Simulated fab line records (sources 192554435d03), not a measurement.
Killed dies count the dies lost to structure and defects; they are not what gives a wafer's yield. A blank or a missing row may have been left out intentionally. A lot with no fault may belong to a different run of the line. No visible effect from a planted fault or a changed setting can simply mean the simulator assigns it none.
Split-lot experiment / flow n5 finfet / 21 wafers read from 7 lots, route of 1938 steps

ABOUT THE SPLIT
At N5_BEOL_M4_COAT_73 (time 60 s, resist thk 5 nm), the setting spin rpm was moved away from the recipe's 1500 rpm on 4 of the 21 wafers read, by -9.3% to +9.3%. For the rest of the wafers, this setting stayed at what the recipe calls for.

FROM THE SPLIT TO THE READING: what the file shows between them, 3 steps
- N5_BEOL_M4_COAT_05: resist thk 30 nm
- N5_BEOL_M4_EBR_07
- N5_BEOL_M4_DESCUM_16: chemistry O2, time 7 s

THE READING
etch.depth nm (the simulator's own value, which no gauge read), in nm, at N5_BEOL_M4_ETCH_74 (etches underlayer in N2/H2, target depth 6.5 nm, time 5.2 s). The file does not state a usual value for it. Average 5.002 nm, standard deviation 0.016 nm, over the 17 wafers here run with the recipe.

wafer=L077.1; tool, chamber at the split=litho track-02, 0; spin rpm as run, rpm=1500; against the recipe=recipe; etch.depth nm, nm=4.991; against lot-mates on the recipe=-
wafer=L077.4; tool, chamber at the split=litho track-02, 0; spin rpm as run, rpm=1500; against the recipe=recipe; etch.depth nm, nm=4.999; against lot-mates on the recipe=-
wafer=L077.6; tool, chamber at the split=litho track-02, 0; spin rpm as run, rpm=1500; against the recipe=recipe; etch.depth nm, nm=5.001; against lot-mates on the recipe=-
wafer=L080.2; tool, chamber at the split=litho track-02, 0; spin rpm as run, rpm=1500; against the recipe=recipe; etch.depth nm, nm=5.02; against lot-mates on the recipe=-
wafer=L080.5; tool, chamber at the split=litho track-02, 0; spin rpm as run, rpm=1360; against the recipe=-9.3%; etch.depth nm, nm=5.262; against lot-mates on the recipe=+0.230
wafer=L080.6; tool, chamber at the split=litho track-02, 0; spin rpm as run, rpm=1500; against the recipe=recipe; etch.depth nm, nm=5.044; against lot-mates on the recipe=-
wafer=L082.4; tool, chamber at the split=litho track-05, 0; spin rpm as run, rpm=1500; against the recipe=recipe; etch.depth nm, nm=4.989; against lot-mates on the recipe=-
wafer=L082.5; tool, chamber at the split=litho track-05, 0; spin rpm as run, rpm=1500; against the recipe=recipe; etch.depth nm, nm=4.989; against lot-mates on the recipe=-
wafer=L082.6; tool, chamber at the split=litho track-05, 0; spin rpm as run, rpm=1429; against the recipe=-4.7%; etch.depth nm, nm=5.113; against lot-mates on the recipe=+0.124
wafer=L090.3; tool, chamber at the split=litho track-04, 0; spin rpm as run, rpm=1500; against the recipe=recipe; etch.depth nm, nm=5.012; against lot-mates on the recipe=-
wafer=L090.5; tool, chamber at the split=litho track-04, 0; spin rpm as run, rpm=1500; against the recipe=recipe; etch.depth nm, nm=5.013; against lot-mates on the recipe=-
wafer=L090.6; tool, chamber at the split=litho track-04, 0; spin rpm as run, rpm=1500; against the recipe=recipe; etch.depth nm, nm=5.013; against lot-mates on the recipe=-
wafer=L092.1; tool, chamber at the split=litho track-04, 0; spin rpm as run, rpm=1500; against the recipe=recipe; etch.depth nm, nm=5.017; against lot-mates on the recipe=-
wafer=L092.4; tool, chamber at the split=litho track-04, 0; spin rpm as run, rpm=1500; against the recipe=recipe; etch.depth nm, nm=5.006; against lot-mates on the recipe=-
wafer=L092.5; tool, chamber at the split=litho track-04, 0; spin rpm as run, rpm=1500; against the recipe=recipe; etch.depth nm, nm=4.99; against lot-mates on the recipe=-
wafer=L089.2; tool, chamber at the split=litho track-05, 0; spin rpm as run, rpm=1640; against the recipe=+9.3%; etch.depth nm, nm=4.784; against lot-mates on the recipe=-0.205
wafer=L089.3; tool, chamber at the split=litho track-05, 0; spin rpm as run, rpm=1640; against the recipe=+9.3%; etch.depth nm, nm=4.784; against lot-mates on the recipe=-0.205
wafer=L089.5; tool, chamber at the split=litho track-05, 0; spin rpm as run, rpm=1500; against the recipe=recipe; etch.depth nm, nm=4.989; against lot-mates on the recipe=-
wafer=L096.3; tool, chamber at the split=litho track-05, 0; spin rpm as run, rpm=1500; against the recipe=recipe; etch.depth nm, nm=4.979; against lot-mates on the recipe=-
wafer=L096.5; tool, chamber at the split=litho track-05, 0; spin rpm as run, rpm=1500; against the recipe=recipe; etch.depth nm, nm=4.988; against lot-mates on the recipe=-
wafer=L096.6; tool, chamber at the split=litho track-05, 0; spin rpm as run, rpm=1500; against the recipe=recipe; etch.depth nm, nm=4.998; against lot-mates on the recipe=-

THE FIT
A straight line over all 21 wafers: etch.depth nm changes by -0.0248 nm for each +1% of spin rpm; r = -0.99; the points scatter about the line by 0.017 nm.
The same after taking each lot's own level away (the mean of its wafers on the recipe; 21 wafers): -0.0232 nm for each +1%; r = -1.00; scatter 0.0086 nm.
Per that fit: largest spin rpm move, reading shift of 0.22 nm.
Across the lots, their own levels run from 4.9883 to 5.0320 nm, a range of 2.8 times the standard deviation given above.
So the lot-to-lot level changes the slope little: the two slopes agree.
Check: with one of the wafers moved furthest among these (-9.3%) left out of the fit, the line predicts +0.212 nm for it against its lot-mates. It came out at +0.23 nm against them.

FILE'S OWN FIT
etch.depth nm changes by -0.0236 nm for each +1% of spin rpm, r = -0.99.
